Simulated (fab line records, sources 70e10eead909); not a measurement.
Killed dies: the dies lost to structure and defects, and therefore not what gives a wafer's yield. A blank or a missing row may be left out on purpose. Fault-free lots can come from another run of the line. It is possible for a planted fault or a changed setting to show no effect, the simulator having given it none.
A struck lot beside a sound one | flow nandHarc | 14 out of 1302 route steps
Sound: these wafers, L439.2, L439.4, L439.5. Struck: wafer L452.2 (left out: L452.4, L452.6 of the same lot, which were not struck); the cause appears at the end.
At each step with rows: each side's tool, then ch and its chambers, then its first start. Under that, the readings that differ: sound wafers | struck wafers | difference of the means | sigmas: that difference in standard deviations of wafers without a fault.
alike: readings with means less than 2 such deviations apart, plus words and numbers identical on both sides. not compared: withheld readings, readings lacking a value on some wafer, bounds such as >300 that could conceal the same value, and numbers that have no deviation in the record and whose values overlap.
A row with sigmas, a row that says differs or no value, or rows on one side alone: a step with any of these is where the two part. When numbers do not overlap yet have no deviation, they are printed without sigmas and do not part them. A reading missing from all wafers of one side parts the sides only when that side holds two or more wafers.

NHARC_A_STAIRCASE_TRIM_14: chemistry O2, time 211.2 s.
  sound: rieDiel-12 ch 0,1,2; struck: rieDiel-12 ch 1
  alike: drypumpMotorCurrentA, oesProductAu, rfVppV, showerheadPlenumPTorr, throttleValvePct
  not compared: rfHoursCounterH
then, 1 step without rows for these wafers: NHARC_A_STAIRCASE_ETCH_15 (etches the open film in C4F8/O2, target depth 100 nm, time 40.5 s).
NHARC_A_STAIRCASE_TRIM_16: chemistry O2, time 211.2 s.
  sound: rieDiel-12 ch 1,2; struck: rieDiel-12 ch 3
  alike: drypumpMotorCurrentA, oesProductAu, rfVppV, showerheadPlenumPTorr, throttleValvePct
  not compared: rfHoursCounterH
then, 1 step without rows for these wafers: NHARC_A_STAIRCASE_ETCH_17 (etches the open film in C4F8/O2, target depth 100 nm, time 40.5 s).
NHARC_A_STAIRCASE_TRIM_18: chemistry O2, time 211.2 s.
  sound: rieDiel-12 ch 1,3; struck: rieDiel-12 ch 3
  alike: drypumpMotorCurrentA, oesProductAu, rfVppV, showerheadPlenumPTorr, throttleValvePct
  not compared: rfHoursCounterH
then, 1 step without rows for these wafers: NHARC_A_STAIRCASE_ETCH_19 (etches the open film in C4F8/O2, target depth 100 nm, time 40.5 s).
NHARC_A_STAIRCASE_TRIM_20: chemistry O2, time 211.2 s.
  sound on rieDiel-12 ch 0,2,3, day 15 20:29; struck on rieDiel-12 ch 3, day 21 21:51
  alike: drypumpMotorCurrentA, oesProductAu, rfVppV, showerheadPlenumPTorr, throttleValvePct
  not compared: rfHoursCounterH
then, 3 steps without rows for these wafers: NHARC_A_STAIRCASE_ETCH_21 (etches the open film in C4F8/O2, target depth 100 nm, time 40.5 s); NHARC_A_STAIRCASE_TRIM_22 (chemistry O2, time 211.2 s); NHARC_A_STAIRCASE_ETCH_23 (etches the open film in C4F8/O2, target depth 100 nm, time 40.5 s).
NHARC_A_STAIRCASE_TRIM_24: chemistry O2, time 211.2 s.
  sound: rieDiel-12 ch 0,2,3; struck: rieDiel-12 ch 1
reading    | sound          | struck | difference | sigmas
rfVppV (V) | 56.3 57.4 58.6 | 59.2   | +1.8       | +2
  alike: drypumpMotorCurrentA, oesProductAu, showerheadPlenumPTorr, throttleValvePct
  not compared: rfHoursCounterH
NHARC_A_STAIRCASE_ETCH_25: etches the open film in C4F8/O2, target depth 100 nm, time 40.5 s.
  sound on rieDiel-12 ch 1,2, day 15 21:05; struck on rieDiel-12 ch 3, day 21 22:37
reading        | sound          | struck | difference | sigmas
rfVppV (V)     | 899 897 898    | 889    | -9         | -2
runLengthS (s) | 61.8 61.1 61.3 | 58.9   | -2.5       | -6
  alike: oesProductAu
  not compared: biasW, rfFwdPowerW, rfHoursCounterH
then, 2 steps without rows for these wafers: NHARC_A_STAIRCASE_TRIM_26 (chemistry O2, time 211.2 s); NHARC_END_SORT_01.

## WHERE THEY PART
First at NHARC_A_STAIRCASE_TRIM_24; last, within this record, at NHARC_A_STAIRCASE_ETCH_25.

WHY: the cause the simulator had injected
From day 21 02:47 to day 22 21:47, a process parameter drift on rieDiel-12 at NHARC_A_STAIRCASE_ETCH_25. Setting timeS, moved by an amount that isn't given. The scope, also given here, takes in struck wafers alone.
